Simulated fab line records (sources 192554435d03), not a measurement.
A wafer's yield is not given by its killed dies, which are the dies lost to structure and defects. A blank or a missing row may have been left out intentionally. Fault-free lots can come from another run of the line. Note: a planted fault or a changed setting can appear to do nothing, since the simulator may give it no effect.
Chamber matching	flow n5-finfet	ald-sin-02 running N5_MOL_CONTACT_COAG_ALD_131: 4 sister chambers
The step deposits SiO2, target thk 5 nm, pulse time 1 s, co reactant pulse time 1 s. 8 wafers are shown with their chamber, then 12 later ones without.

## WAFERS, EACH WITH ITS CHAMBER
wafer	chamber	heater-power-w (W)	precursor-pulse-height-rel
L080.5	1	69	0.972
L088.2	0	83	0.996
L087.1	0	83	1.071
L087.2	3	83	0.992
L087.3	1	71	1.009
L087.4	2	82	1.004
L087.5	3	82	0.966
L087.6	2	79	1.030

## WAFERS MISSING THEIR CHAMBER
wafer	heater-power-w (W)	precursor-pulse-height-rel
L089.1	82	1.030
L089.2	82	0.970
L089.3	85	1.023
L089.4	71	1.001
L089.5	82	0.970
L089.6	82	0.997
L091.1	84	0.991
L091.3	71	0.983
L091.6	85	0.988
L093.3	85	0.992
L093.4	70	1.021
L093.5	79	0.974

## EACH ONE'S CHAMBER
wafer	from the rows above	in truth
L089.1	can't be placed: 0 or 2 or 3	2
L089.2	can't be placed: 3 or 2 or 0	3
L089.3	can't be placed: 0 or 3 or 2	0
L089.4	1	1
L089.5	can't be placed: 3 or 2 or 0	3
L089.6	can't be placed: 3 or 2 or 0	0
L091.1	can't be placed: 3 or 0 or 2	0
L091.3	1	1
L091.6	can't be placed: 3 or 0 or 2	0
L093.3	can't be placed: 3 or 0 or 2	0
L093.4	1	1
L093.5	can't be placed: 2 or 3 or 0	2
Correct placement for 3 of the 12. From these rows, 9 cannot be placed; in 9 the true chamber is one of the candidates. Wrongly placed: 0.
How it was worked out, from the rows above alone: a wafer's distance from a chamber is the root of the sum, over the readings, of the square of ((its reading less the chamber's mean) divided by the reading's scatter). If the next closest chamber is less than 2 further off than the closest, the wafer can't be placed; otherwise it belongs to the closest. The mean given for a chamber averages the wafers shown for that chamber. The scatter: take each reading less its chamber's mean, square it, sum over the shown wafers, divide by the number of wafers less the number of chambers, and take the root.
